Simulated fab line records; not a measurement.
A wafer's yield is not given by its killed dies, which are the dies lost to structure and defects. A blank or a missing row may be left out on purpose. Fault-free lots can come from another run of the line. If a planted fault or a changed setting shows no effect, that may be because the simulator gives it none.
Which of the tools did it? ; flow n5 finfet ; 11 lots with 33 wafers sampled at 4 steps, on a route of 1938 steps

== WHAT EACH GAUGE READ, for each wafer ==
N5_BEOL_M5_OVL_MEAS_29.
lot;measured;on;V4_OVL (nm)
L159;day 8 07:53;overlay-02;0.9 0.1 -0.2
L163;day 9 10:56;overlay-02;1.1 1.2 -0.1
L165;day 9 17:16;overlay-01;-0.2 -0.1 0.3
L166;day 10 06:32;overlay-02;0.2 1.0 -0.1
L168;day 10 22:55;overlay-01;0.4 -0.5 0.0
L169;day 11 07:45;overlay-02;-1.3 0.2 0.0
L170;day 11 14:47;overlay-01;0.6 0.3 1.3
L172;day 11 13:52;overlay-02;1.5 1.0 0.6
L175;day 12 08:34;overlay-01;0.5 0.6 1.3
L178;day 13 03:43;overlay-01;1.7 1.5 0.7
L181;day 14 00:17;overlay-02;0.4 0.6 0.3

== WHICH TOOL RAN EACH LOT (tool, then ch and the chambers of the sampled wafers, then the start) ==
lot;N5_BEOL_M5_ILD_DEP_00;N5_BEOL_M5_ETCH_61;N5_BEOL_M5_COAT_22
L159;pecvd-04 ch 0,1,2, day 8 02:53;rie diel-04 ch 2,3, day 8 06:14;litho track-02 ch 0, day 8 07:34
L163;pecvd-04 ch 0,1,2, day 9 07:40;rie diel-03 ch 0,2,3, day 9 10:02;litho track-03 ch 0, day 9 10:31
L165;pecvd-01 ch 0,1,2, day 9 11:04;rie diel-04 ch 0,2,3, day 9 12:35;litho track-05 ch 0, day 9 16:58
L166;pecvd-03 ch 0,1,2, day 10 01:43;rie diel-03 ch 0,2, day 10 04:50;litho track-03 ch 0, day 10 06:14
L168;pecvd-04 ch 0,1,2, day 10 18:59;rie diel-03 ch 2,3, day 10 21:58;litho track-03 ch 0, day 10 22:28
L169;pecvd-03 ch 0,1,2, day 11 04:47;rie diel-03 ch 0,3, day 11 06:36;litho track-02 ch 0, day 11 07:27
L170;pecvd-03 ch 0,1,2, day 11 09:20;rie diel-01 ch 0,1,2, day 11 12:08;litho track-05 ch 0, day 11 14:28
L172;pecvd-04 ch 0,1, day 11 09:52;rie diel-04 ch 1,3, day 11 12:52;litho track-02 ch 0, day 11 13:27
L175;pecvd-04 ch 0,2, day 12 06:08;rie diel-04 ch 1,2,3, day 12 07:38;litho track-02 ch 0, day 12 08:15
L178;pecvd-04 ch 0,1,2, day 12 23:55;rie diel-04 ch 0,1,2, day 13 02:22;litho track-05 ch 0, day 13 03:25
L181;pecvd-04 ch 0,1,2, day 13 18:44;rie diel-01 ch 0,1,2, day 13 22:16;litho track-03 ch 0, day 13 23:52
- N5_BEOL_M5_ILD_DEP_00: deposits SiCOH lowk from DEMS/porogen, target thk 140.64 nm, time 25.9 s.
- N5_BEOL_M5_ETCH_61: etches SiARC in CF4, target depth 15.6 nm, time 26 s.
- N5_BEOL_M5_COAT_22: resist thk 30 nm.

== WHAT THE TOOLS THEMSELVES READ (means of the sampled wafers that have a number; where no wafer has one, the mark that the record gives instead) ==
N5_BEOL_M5_ILD_DEP_00.
lot;tool;heater power w (W);showerhead plenum p Torr (Torr);throttle valve pct (%)
L159;pecvd-04;411;5.736;13.3
L163;pecvd-04;408;5.737;13.4
L165;pecvd-01;285;5.734;13.8
L166;pecvd-03;299;5.735;14.8
L168;pecvd-04;419;5.739;13.0
L169;pecvd-03;301;5.735;14.7
L170;pecvd-03;298;5.740;14.6
L172;pecvd-04;424;5.729;13.1
L175;pecvd-04;376;5.739;12.7
L178;pecvd-04;404;5.741;12.9
L181;pecvd-04;398;5.747;13.0

N5_BEOL_M5_ETCH_61.
lot;tool;drypump motor current A (A);etch rf on time s (s);oes product au (a.u.);rf vpp V (V);showerhead plenum p Torr (Torr);throttle valve pct (%)
L159;rie diel-04;6.5;25.7;0.60;182.8;2.07;15.63
L163;rie diel-03;5.6;25.5;0.68;184.1;2.15;15.51
L165;rie diel-04;6.1;26.0;0.61;183.8;2.12;15.72
L166;rie diel-03;5.4;25.8;0.62;183.5;2.10;15.70
L168;rie diel-03;5.8;25.6;0.66;184.7;2.18;15.61
L169;rie diel-03;5.5;25.9;0.65;184.6;2.12;15.46
L170;rie diel-01;5.7;25.4;0.78;184.5;2.18;15.46
L172;rie diel-04;6.3;25.8;0.64;183.0;2.08;15.56
L175;rie diel-04;6.1;25.6;0.73;183.6;2.11;15.49
L178;rie diel-04;5.6;25.8;0.74;184.8;2.17;15.58
L181;rie diel-01;5.7;25.3;0.76;185.0;2.17;15.49

N5_BEOL_M5_COAT_22.
lot;tool;spin speed rpm (rpm)
L159;litho track-02;1500.1
L163;litho track-03;1500.5
L165;litho track-05;1499.5
L166;litho track-03;1500.5
L168;litho track-03;1500.1
L169;litho track-02;1499.9
L170;litho track-05;1500.0
L172;litho track-02;1621.7
L175;litho track-02;1623.2
L178;litho track-05;1500.5
L181;litho track-03;1499.2

== THE ANSWER, worked out from the rows above alone ==
Rule: what is usual is taken from the lots themselves. Put in order of their means at a reading, lots are off if they are a third of the lots or fewer, leave a main group of 4 or more, and stand apart from it by a gap of 3 or more times the standard deviation of the main group's means; of several such gaps the widest counts. If all means in a main group match to the digits the tables above print for the reading, that group is not used. Also off: a lot with no number at a reading for which 4 or more lots have one. All remaining lots with rows at the step are treated as sound. After the gauges, taken in route order, come the tools' own readings; for these a lot's mean is taken, as printed above. At the first step where some lot is off, the reading lying furthest off is the one used; lots without a number count as furthest.
Off, at N5_BEOL_M5_COAT_22 on spin speed rpm: L172, L175. Mean 1500.0 rpm and standard deviation 0.43 in the main group.
If a tool, at that step or one of the process steps before it, ran each lot that is off and ran no sound lot following the first of them, it fits. One candidate fits, namely litho track-02 at N5_BEOL_M5_COAT_22. A fault onset in the window from L169 (day 11 07:27, its last sound lot) to L172 (day 11 13:27, its first lot off) fits.
The tool's own readings at N5_BEOL_M5_COAT_22 bear it out: on the lots that are off they differ by more than 5 times the standard deviation of the sound lots' means. spin speed rpm reads 1622.5 rpm there against 1500.0 rpm on the sound lots.

== WHAT HAD BEEN PUT IN BY THE SIMULATOR ==
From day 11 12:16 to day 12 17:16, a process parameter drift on litho track-02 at N5_BEOL_M5_COAT_22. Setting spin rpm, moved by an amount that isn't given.
Shown lots that were struck: L172, L175. The rule above found the same.
